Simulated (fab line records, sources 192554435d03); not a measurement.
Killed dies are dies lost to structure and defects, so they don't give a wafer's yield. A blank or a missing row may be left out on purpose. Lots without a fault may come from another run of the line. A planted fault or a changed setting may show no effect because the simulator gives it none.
fab line records | flow n5_finfet
record lots=15 wafers=45 last_day=18
route steps=1938 shown MIM_BOT@1832 MIM_TOP@1835 MIM_BOT_LITHO@1858 MIM_BOT_ETCH@1867
lots that met no fault: from a run of the same line without faults
start_h: hours from the record's first day to the start of the lot's first wafer shown | wait_h: hours since the lot's step before | " the same as in the row above | L1.1+2: a row that stands for several wafers | - no value, or no start given | * or withheld: withheld | < > ~ a bound
route shown NAME@n: a module of which the file shows steps, and the number in the route of the first | usual: mean/standard deviation of fault-free wafers | same: alike in all rows | chamber/n: place in a boat | sites: the reading at each site | _std_site: their standard deviation | _edge_site: outer sites' mean less inner sites' | radius_mm: how far each site lies from the wafer's centre | mask NAME#n: copy n | behind: the tool/chamber that last shaped the wafer | hold: why the lot was held/for how many hours/how that ended | device: the transistor (n, p or np) that didn't switch | end of line: the same wafers' tests at the end of the route | a step without rows: its recipe alone | killed: dies lost to structure and defects at the first sort, not the wafer's yield | map: a wafer's dies, x killed, . not, _ none there
set.NAME: the setting as run; set.NAME@STEP: as run at that earlier step | model.NAME: the simulator's own value behind a step, which no gauge read
steps of the route over a sample of lots; a table a step, a row a wafer
services: from which hour (start_h, from the record's first day; less than 0 if before it) a tool's chamber was out of use, for how many hours, and why
## steps
# step N5_MIM_BOT_DEGAS_01
# recipe ambient=vacuum temp_c=300 time_s=60
# usual heater_power_w=471/37
# same time_s=60
# columns lot.wafer tool chamber start_h wait_h heater_power_w
L590.1 pvd_sputter-01 - 260.71 0.5 549
L590.4 " - " " 416
L590.6 " - " " 411
L592.3 pvd_sputter-03 - 270.18 1.4 498
L592.4 " - " " 482
L592.6 " - " " 478
L593.3 pvd_sputter-01 - 274.10 1.1 500
L593.4 " - " " 414
L593.6 " - " " 414
L594.2 pvd_sputter-02 - 287.76 0.0 518
L594.4 " - " " 486
L594.6 " - " " 464
L597.2 pvd_sputter-03 - 308.15 0.7 498
L597.4 " - " " 473
L597.6 " - " " 498
L596.1 pvd_sputter-03 - 322.92 0.6 456
L596.3 " - " " 494
L596.6 " - " " 394
L599.1 pvd_sputter-02 - 330.54 0.3 463
L599.4 " - " " 477
L599.5 " - " " 490
L601.2 pvd_sputter-02 - 347.45 2.1 491
L601.4 " - " " 478
L601.5 " - " " 481
L603.3 pvd_sputter-03 - 356.32 0.6 476
L603.4 " - " " 398
L603.6 " - " " 466
L602.1 pvd_sputter-02 - 356.74 0.1 464
L602.3 " - " " 476
L602.5 " - " " 503
L600.3 pvd_sputter-02 - 359.88 1.2 487
L600.5 " - " " 456
L600.6 " - " " 469
L605.4 pvd_sputter-01 - 376.45 0.3 405
L605.5 " - " " 503
L605.6 " - " " 433
L610.1 pvd_sputter-02 - 389.31 0.1 478
L610.4 " - " " 491
L610.6 " - " " 475
L612.2 pvd_sputter-03 - 406.93 1.8 482
L612.4 " - " " 481
L612.6 " - " " 484
L613.1 pvd_sputter-03 - 420.33 1.4 494
L613.5 " - " " 502
L613.6 " - " " 459
# step N5_MIM_TOP_ALD_01
# recipe material=HfO2 target_thk_a=56 temp_c=withheld ald_precursor_family=Hf-amide ald_co_reactant=O3 pulse_time_s=1 purge_time_s=3 co_reactant_purge_time_s=2 co_reactant_pulse_time_s=3 ald_cycles=62
# usual precursor_pulse_height_rel=1.001/0.022
# columns lot.wafer tool chamber start_h wait_h precursor_pulse_height_rel
L590.1 ald_hk-03 1 - - 0.998
L590.4 " 0 " " 0.987
L590.6 " 1 " " 1.001
L592.3 ald_hk-01 3 - - 0.986
L592.4 " 1 " " 0.994
L592.6 " 2 " " 0.990
L593.3 ald_hk-02 2 - - 0.980
L593.4 " 1 " " 1.006
L593.6 " 0 " " 0.999
L594.2 ald_hk-03 3 - - 0.998
L594.4 " 0 " " 0.966
L594.6 " 3 " " 1.022
L597.2 ald_hk-01 1 - - 0.978
L597.4 " 3 " " 0.991
L597.6 " 0 " " 0.968
L596.1 ald_hk-03 3 - - 0.997
L596.3 " 2 " " 1.037
L596.6 " 0 " " 1.022
L599.1 ald_hk-02 2 - - 0.978
L599.4 " 0 " " 0.991
L599.5 " 1 " " 0.996
L601.2 ald_hk-01 2 - - 0.996
L601.4 " 3 " " 0.994
L601.5 " 3 " " 0.999
L603.3 ald_hk-02 3 - - 1.027
L603.4 " 2 " " 1.023
L603.6 " 3 " " 1.008
L602.1 ald_hk-03 2 - - 1.028
L602.3 " 1 " " 1.017
L602.5 " 1 " " 1.039
L600.3 ald_hk-02 3 - - 0.990
L600.5 " 0 " " 1.007
L600.6 " 3 " " 0.987
L605.4 ald_hk-01 0 - - 0.984
L605.5 " 3 " " 1.005
L605.6 " 0 " " 1.000
L610.1 ald_hk-02 1 - - 0.985
L610.4 " 0 " " 0.987
L610.6 " 2 " " 0.991
L612.2 ald_hk-02 0 - - 0.990
L612.4 " 3 " " 1.024
L612.6 " 1 " " 0.959
L613.1 ald_hk-02 0 - - 0.956
L613.5 " 3 " " 0.998
L613.6 " 0 " " 0.986
# step N5_MIM_BOT_LITHO_EXPOSE_05
# recipe mask_id=MIM_BOT na=0.55 source_shape=conventional sigma_outer=0.8 polarization=unpolarized dose_mj=24.25
# usual exposure_dose_mJ_cm2=24.249/0.022 focus_offset_nm=0.0/0.6 na=0.55/0
# columns lot.wafer tool chamber start_h wait_h mask exposure_dose_mJ_cm2 focus_offset_nm na
L590.1 krf_scanner-02 0 262.59 - MIM_BOT#0 24.271 -0.4 0.55
L590.4 " 0 " " MIM_BOT#0 24.263 0.1 0.55
L590.6 " 0 " " MIM_BOT#0 24.230 0.6 0.55
L592.3 krf_scanner-01 0 272.19 - MIM_BOT#0 24.306 0.6 0.55
L592.4 " 0 " " MIM_BOT#0 24.265 0.0 0.55
L592.6 " 0 " " MIM_BOT#0 24.299 -0.2 0.55
L593.3 krf_scanner-02 0 276.53 - MIM_BOT#0 24.253 -1.1 0.55
L593.4 " 0 " " MIM_BOT#0 24.206 -0.1 0.55
L593.6 " 0 " " MIM_BOT#0 24.213 -0.2 0.55
L594.2 krf_scanner-02 0 289.47 - MIM_BOT#0 24.237 -0.3 0.55
L594.4 " 0 " " MIM_BOT#0 24.214 -0.1 0.55
L594.6 " 0 " " MIM_BOT#0 24.249 0.1 0.55
L597.2 krf_scanner-01 0 309.98 - MIM_BOT#0 24.256 0.9 0.55
L597.4 " 0 " " MIM_BOT#0 24.235 -0.1 0.55
L597.6 " 0 " " MIM_BOT#0 24.228 0.2 0.55
L596.1 krf_scanner-02 0 326.39 - MIM_BOT#0 24.260 0.0 0.55
L596.3 " 0 " " MIM_BOT#0 24.190 -1.1 0.55
L596.6 " 0 " " MIM_BOT#0 24.237 0.0 0.55
L599.1 krf_scanner-01 0 332.72 - MIM_BOT#0 24.244 0.6 0.55
L599.4 " 0 " " MIM_BOT#0 24.253 -0.2 0.55
L599.5 " 0 " " MIM_BOT#0 24.270 0.0 0.55
L601.2 krf_scanner-02 - 349.79 - MIM_BOT#0 - - -
L601.4 " - " " MIM_BOT#0 - - -
L601.5 " - " " MIM_BOT#0 - - -
L603.3 krf_scanner-01 - 358.63 - MIM_BOT#0 - - -
L603.4 " - " " MIM_BOT#0 - - -
L603.6 " - " " MIM_BOT#0 - - -
L602.1 krf_scanner-02 - 360.55 - MIM_BOT#0 - - -
L602.3 " - " " MIM_BOT#0 - - -
L602.5 " - " " MIM_BOT#0 - - -
L600.3 krf_scanner-01 0 362.02 - MIM_BOT#0 24.260 -0.6 0.55
L600.5 " 0 " " MIM_BOT#0 24.276 0.5 0.55
L600.6 " 0 " " MIM_BOT#0 24.230 -0.7 0.55
L605.4 krf_scanner-02 0 379.91 - MIM_BOT#0 24.265 1.3 0.55
L605.5 " 0 " " MIM_BOT#0 24.236 0.7 0.55
L605.6 " 0 " " MIM_BOT#0 24.271 0.4 0.55
L610.1 krf_scanner-01 0 395.19 - MIM_BOT#0 24.277 -0.2 0.55
L610.4 " 0 " " MIM_BOT#0 24.272 -1.9 0.55
L610.6 " 0 " " MIM_BOT#0 24.282 -0.4 0.55
L612.2 krf_scanner-02 0 409.21 - MIM_BOT#0 24.238 -0.9 0.55
L612.4 " 0 " " MIM_BOT#0 24.267 0.1 0.55
L612.6 " 0 " " MIM_BOT#0 24.249 -0.1 0.55
L613.1 krf_scanner-01 0 422.39 - MIM_BOT#0 24.247 0.2 0.55
L613.5 " 0 " " MIM_BOT#0 24.239 0.9 0.55
L613.6 " 0 " " MIM_BOT#0 24.241 -0.4 0.55
# step N5_MIM_BOT_ETCH_ETCH_03
# recipe chemistry=Cl2/BCl3 target_depth_a=120 pressure_mtorr=8 icp_w=800 bias_w=100 Cl2_flow_sccm=20 bcl3_flow_sccm=80
# usual drypump_motor_current_A=5.7/0.61 oes_product_au=0.80/0.078 throttle_valve_pct=27.51/0.2
# columns lot.wafer tool chamber start_h wait_h drypump_motor_current_A oes_product_au rf_hours_counter_h throttle_valve_pct
L590.1 rie_metal-02 1 263.01 0.1 6.0 0.72 80 27.77
L590.4 " 1 " " 6.1 0.72 - 27.75
L590.6 " 1 " " 6.1 0.72 - 27.77
L592.3 rie_metal-01 0 272.63 0.1 4.6 0.90 - 27.21
L592.4 " 1 " " 5.9 0.85 - 27.41
L592.6 " 1 " " 5.9 0.85 - 27.41
L593.3 rie_metal-01 1 276.97 0.1 5.9 0.84 - 27.42
L593.4 " 0 " " 4.6 0.90 - 27.21
L593.6 " 1 " " 5.9 0.84 - 27.41
L594.2 rie_metal-03 1 289.88 0.1 5.7 0.73 51 27.42
L594.4 " 1 " " 5.7 0.74 - 27.43
L594.6 " 1 " " 5.7 0.73 - 27.44
L597.2 rie_metal-03 0 310.39 0.1 6.4 0.81 24 27.53
L597.4 " 1 " " 5.7 0.74 - 27.42
L597.6 " 1 " " 5.7 0.73 - 27.44
L596.1 rie_metal-03 1 326.81 0.1 5.7 0.73 53 27.43
L596.3 " 0 " " 6.5 0.81 - 27.52
L596.6 " 1 " " 5.7 0.73 - 27.43
L599.1 rie_metal-02 0 333.14 0.1 5.3 0.95 4 27.84
L599.4 " 1 " " 6.1 0.69 - 27.77
L599.5 " 0 " " 5.3 0.96 - 27.82
L600.3 rie_metal-03 0 362.47 0.1 6.5 0.80 - 27.55
L600.5 " 1 " " 5.7 0.73 - 27.44
L600.6 " 0 " " 6.4 0.80 - 27.53
L605.4 rie_metal-03 1 380.34 0.1 5.7 0.72 - 27.44
L605.5 " 0 " " 6.5 0.79 - 27.55
L605.6 " 1 " " 5.7 0.72 - 27.45
L610.1 rie_metal-03 1 395.61 0.1 5.7 0.71 60 27.46
L610.4 " 1 " " 5.7 0.71 - 27.45
L610.6 " 0 " " 6.5 0.78 - 27.54
L612.2 rie_metal-03 1 409.64 0.1 5.7 0.71 61 27.45
L612.4 " 0 " " 6.5 0.77 - 27.54
L612.6 " 0 " " 6.5 0.79 - 27.52
L613.1 rie_metal-02 0 423.21 0.1 5.3 0.89 15 27.85
L613.5 " 0 " " 5.3 0.88 - 27.84
L613.6 " 0 " " 5.3 0.88 - 27.85
## services
# columns tool chamber start_h hours kind
krf_scanner-01 - 241.47 5.5 pm
rie_metal-02 0 244.69 22.3 repair
rie_metal-02 - 246.99 1.4 pm
krf_scanner-02 - 249.46 1.5 repair
rie_metal-02 0 284.74 9.4 repair
ald_hk-02 - 287.45 14.6 repair
krf_scanner-01 - 288.22 0.9 repair
rie_metal-03 - 290.84 14.6 pm
krf_scanner-02 - 303.17 0.3 repair
krf_scanner-01 - 311.56 1.0 pm
krf_scanner-01 - 329.42 0.8 pm
krf_scanner-02 - 336.97 1.0 pm
rie_metal-01 - 340.44 28.1 pm
krf_scanner-02 - 340.97 0.8 pm
krf_scanner-02 - 346.07 0.5 repair
ald_hk-01 - 353.62 2.3 repair
krf_scanner-02 - 356.03 1.3 pm
krf_scanner-01 - 367.01 4.0 pm
rie_metal-03 - 373.47 1.4 pm
rie_metal-01 1 377.35 18.0 repair
krf_scanner-01 - 383.14 7.2 pm
krf_scanner-01 - 390.34 1.3 pm
pvd_sputter-03 - 393.82 0.9 repair
ald_hk-01 - 399.37 8.7 pm
## key
first_sign step=N5_MIM_BOT_LITHO_EXPOSE_05 reading=tool_record direction=missing
effect none on later readings
met_at N5_MIM_BOT_LITHO_EXPOSE_05
struck_lots L601,L602,L603
later_rows_left_out L601.2,L601.4,L601.5,L602.1,L602.3,L602.5,L603.3,L603.4,L603.6
sort_left_out L601.2,L601.4,L601.5,L602.1,L602.3,L602.5,L603.3,L603.4,L603.6
not_acting_at N5_MIM_BOT_DEGAS_01,N5_MIM_TOP_ALD_01,N5_MIM_BOT_ETCH_ETCH_03
onset_between 332.72 349.79
fault kind=skipped_step_whole tool=krf_scanner-01,krf_scanner-02 chamber=- onset_h=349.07 steps=N5_MIM_BOT_LITHO_EXPOSE_05 scope=struck_lots_only
# sort_left_out: the simulated sort isn't trusted on such a fault, so these wafers' sort isn't shown, and their yield isn't known
# later_rows_left_out: the simulator's readings of these wafers behind a module that went badly wrong aren't trusted and aren't shown, but for the sort
